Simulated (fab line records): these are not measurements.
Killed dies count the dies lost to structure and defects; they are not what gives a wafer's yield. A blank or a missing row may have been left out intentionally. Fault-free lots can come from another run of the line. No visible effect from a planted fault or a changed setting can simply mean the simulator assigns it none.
Which tool did it? | flow nand harc | 13 lots with 39 wafers sampled at 5 steps, on a route of 1302 steps

WHAT THE GAUGES SHOWED, per wafer
NHARC_HYBRID_BOND_OVL_MEAS_05. Usual: overlay x nm 5 nm, standard deviation 32; overlay y nm 0 nm, standard deviation 34.
lot  | measured     | on         | overlay x nm (nm) | overlay y nm (nm) | flag
L577 | day 23 07:18 | overlay-01 | 8 17 33           | -1 -1 21          |
L578 | day 24 08:56 | overlay-01 | 7 36 -47          | -26 55 14         |
L580 | day 24 08:56 | overlay-02 | 18 -13 61         | -33 -1 -30        |
L579 | day 24 16:34 | overlay-01 | -4 -2 13          | -5 -15 -43        |
L584 | day 26 07:16 | overlay-02 | 1 40 4            | 6 -84 31          |
L583 | day 26 11:40 | overlay-01 | 34 0 22           | 20 -50 -29        |
L586 | day 26 20:19 | overlay-01 | 12 49 -68         | -24 -22 32        |
L585 | day 26 20:19 | overlay-02 | 3 -1 25           | 58 -11 9          |
L587 | day 27 12:52 | overlay-01 | 47                | -18               |
L589 | day 28 20:37 | overlay-01 | 7 53              | -67 13            |
L596 | day 32 09:21 | overlay-02 | -91 33 -30        | -22 -23 -4        |
L597 | day 32 09:20 | overlay-02 | -15 -5 9          | 8 7 36            |
L598 | day 32 14:01 | overlay-02 | -51 -17 -4        | 79 14 1           |

NHARC_END_SORT_01. Usual: killed at array 54, standard deviation 17; killed at other 1.0, standard deviation 1.4; killed at periphery 3.6, standard deviation 2.1; killed dies 58, standard deviation 17; killed open 3.2, standard deviation 2; killed short 2.5, standard deviation 1.5.
lot  | measured     | on        | killed at array | killed at other | killed at periphery | killed dies | killed open | killed short | flag
L587 | day 28 08:09 | prober-01 | 667 668 52      | 4 7 3           | 5 2 4               | 676 677 59  | 3 2 3       | 2 3 1        | OFF
L589 | day 29 14:55 | prober-01 | 27 667 24       | 0 1 2           | 7 8 5               | 34 676 31   | 5 3 8       | 3 4 3        | OFF

WHAT TOOL EACH LOT RAN ON (gives the tool, then ch and the chambers of the sampled wafers, and finally the start)
lot  | NHARC_A_CONTACT_DEP_29          | NHARC_A_BONDPAD_ANNEAL_28        | NHARC_THIN_TSV_STRIP_45
L577 | pecvd-01 ch 0,1,2, day 20 23:38 | rtp anneal-02 ch 0, day 22 18:43 | plasma asher-01 ch 0,1, day 23 11:03
L578 | pecvd-04 ch 0,2, day 21 22:40   | rtp anneal-02 ch 0, day 23 22:49 | plasma asher-01 ch 0,1, day 24 13:58
L580 | pecvd-01 ch 0,1,2, day 22 08:12 | rtp anneal-01 ch 0, day 24 00:04 | plasma asher-02 ch 0,1, day 24 12:53
L579 | pecvd-02 ch 0,1, day 22 11:25   | rtp anneal-02 ch 0, day 24 06:17 | plasma asher-02 ch 0,1, day 24 20:25
L584 | pecvd-04 ch 1,2, day 23 22:15   | rtp anneal-01 ch 0, day 25 20:02 | plasma asher-01 ch 0,1, day 26 11:08
L583 | pecvd-01 ch 0,2, day 24 00:59   | rtp anneal-02 ch 0, day 26 00:53 | plasma asher-02 ch 0,1, day 26 15:31
L586 | pecvd-04 ch 0,2, day 24 10:52   | rtp anneal-02 ch 0, day 26 07:51 | plasma asher-01 ch 0,1, day 27 00:14
L585 | pecvd-01 ch 0,1,2, day 24 12:47 | rtp anneal-02 ch 0, day 26 11:11 | plasma asher-02 ch 0,1, day 27 01:22
L587 | pecvd-04 ch 0,1,2, day 25 09:37 | rtp anneal-01 ch 0, day 27 02:42 | plasma asher-01 ch 0, day 27 16:50
L589 | pecvd-04 ch 0,1,2, day 26 13:06 | rtp anneal-01 ch 0, day 28 10:07 | plasma asher-01 ch 1, day 29 00:28
L596 | pecvd-01 ch 0,1,2, day 29 22:53 | rtp anneal-01 ch 0, day 31 19:56 | plasma asher-01 ch 1, day 32 14:23
L597 | pecvd-01 ch 0,2, day 30 02:42   | rtp anneal-02 ch 0, day 31 20:31 | plasma asher-02 ch 0,1, day 32 13:15
L598 | pecvd-04 ch 0,2, day 30 10:14   | rtp anneal-01 ch 0, day 32 03:56 | plasma asher-02 ch 0,1, day 32 17:50
- NHARC_A_CONTACT_DEP_29: deposits SiON, target thk 100 nm.
- NHARC_A_BONDPAD_ANNEAL_28: time 90 s.
- NHARC_THIN_TSV_STRIP_45: strips in O2.

WHAT THE TOOLS THEMSELVES READ (means of the sampled wafers that have a number; where no wafer has one, the mark that the record gives instead)
NHARC_A_CONTACT_DEP_29. Usual: chamber pressure Torr 3.499 Torr, standard deviation 0.0082; heater power w 722 W, standard deviation 93.
lot  | tool     | chamber pressure Torr (Torr) | heater power w (W) | flag
L577 | pecvd-01 | 3.501                        | 710                |
L578 | pecvd-04 | 3.499                        | 799                |
L580 | pecvd-01 | 3.503                        | 705                |
L579 | pecvd-02 | 3.497                        | 732                |
L584 | pecvd-04 | 3.497                        | 634                |
L583 | pecvd-01 | 3.498                        | 776                |
L586 | pecvd-04 | 3.503                        | 771                |
L585 | pecvd-01 | 3.500                        | 711                |
L587 | pecvd-04 | 3.505                        | 728                |
L589 | pecvd-04 | 3.504                        | 695                |
L596 | pecvd-01 | 3.491                        | 729                |
L597 | pecvd-01 | 3.496                        | 784                |
L598 | pecvd-04 | 3.504                        | 753                |

NHARC_A_BONDPAD_ANNEAL_28. Usual: anneal temp c max 225.76, standard deviation 0.26; wafer_temp_C_max 226.0, standard deviation 0.53.
lot  | tool          | anneal temp c max | wafer_temp_C_max | flag
L577 | rtp anneal-02 | 226.00            | 226.5            |
L578 | rtp anneal-02 | 226.22            | 226.5            |
L580 | rtp anneal-01 | 225.53            | 225.7            |
L579 | rtp anneal-02 | 225.57            | 226.5            |
L584 | rtp anneal-01 | 225.54            | 225.6            |
L583 | rtp anneal-02 | 226.20            | 226.6            |
L586 | rtp anneal-02 | 225.94            | 226.6            |
L585 | rtp anneal-02 | 225.97            | 226.6            |
L587 | rtp anneal-01 | 225.69            | 225.4            |
L589 | rtp anneal-01 | 225.42            | 225.6            |
L596 | rtp anneal-01 | 225.63            | 225.4            |
L597 | rtp anneal-02 | 225.88            | 226.8            |
L598 | rtp anneal-01 | 225.69            | 225.6            |

NHARC_THIN_TSV_STRIP_45. Usual: drypump motor current A 5.7 A, standard deviation 0.63; heater power w 308 W, standard deviation 35; temp c 249.98 C, standard deviation 0.17.
lot  | tool            | drypump motor current A (A) | heater power w (W) | temp c (C) | flag
L577 | plasma asher-01 | 6.2                         | 342                | 250.01     |
L578 | plasma asher-01 | 6.2                         | 346                | 250.19     |
L580 | plasma asher-02 | 5.0                         | 276                | 249.95     |
L579 | plasma asher-02 | 5.3                         | 277                | 249.98     |
L584 | plasma asher-01 | 6.2                         | 346                | 249.89     |
L583 | plasma asher-02 | 5.3                         | 276                | 249.78     |
L586 | plasma asher-01 | 6.3                         | 344                | 249.82     |
L585 | plasma asher-02 | 5.3                         | 277                | 250.03     |
L587 | plasma asher-01 | 6.3                         | 354                | 249.96     |
L589 | plasma asher-01 | 6.1                         | 343                | 249.88     |
L596 | plasma asher-01 | 6.2                         | 337                | 249.96     |
L597 | plasma asher-02 | 5.3                         | 274                | 249.91     |
L598 | plasma asher-02 | 5.3                         | 274                | 250.09     |

THE ANSWER, worked out from the rows above alone
Rule: a lot counts as off when the mean over its wafers that have a number is more than 3 standard deviations away from the usual mean. Also off: a lot with no number at a reading for which 4 or more lots have one. Any other lot the step has rows for is counted as sound. Order of review: gauges by route order, followed by the tools' own readings, for which a lot's mean as printed above is used. At the first step where some lot is off, the reading lying furthest off is the one used; lots without a number count as furthest.
Off at NHARC_END_SORT_01 (killed dies): L587, L589. Neither off nor sound, because the step has no rows for them: L577, L578, L580, L579, L584, L583, L586, L585, L596, L597, L598.
If a tool, at a process step before that reading, ran all the lots that are off and no sound lot after the first of them, it fits. The gauges at NHARC_END_SORT_01 are tried like those tools. Can't be told from this: 4 tools fit, pecvd-04 at NHARC_A_CONTACT_DEP_29, rtp anneal-01 at NHARC_A_BONDPAD_ANNEAL_28, plasma asher-01 at NHARC_THIN_TSV_STRIP_45, prober-01 at NHARC_END_SORT_01.

WHAT THE SIMULATOR HAD PUT IN
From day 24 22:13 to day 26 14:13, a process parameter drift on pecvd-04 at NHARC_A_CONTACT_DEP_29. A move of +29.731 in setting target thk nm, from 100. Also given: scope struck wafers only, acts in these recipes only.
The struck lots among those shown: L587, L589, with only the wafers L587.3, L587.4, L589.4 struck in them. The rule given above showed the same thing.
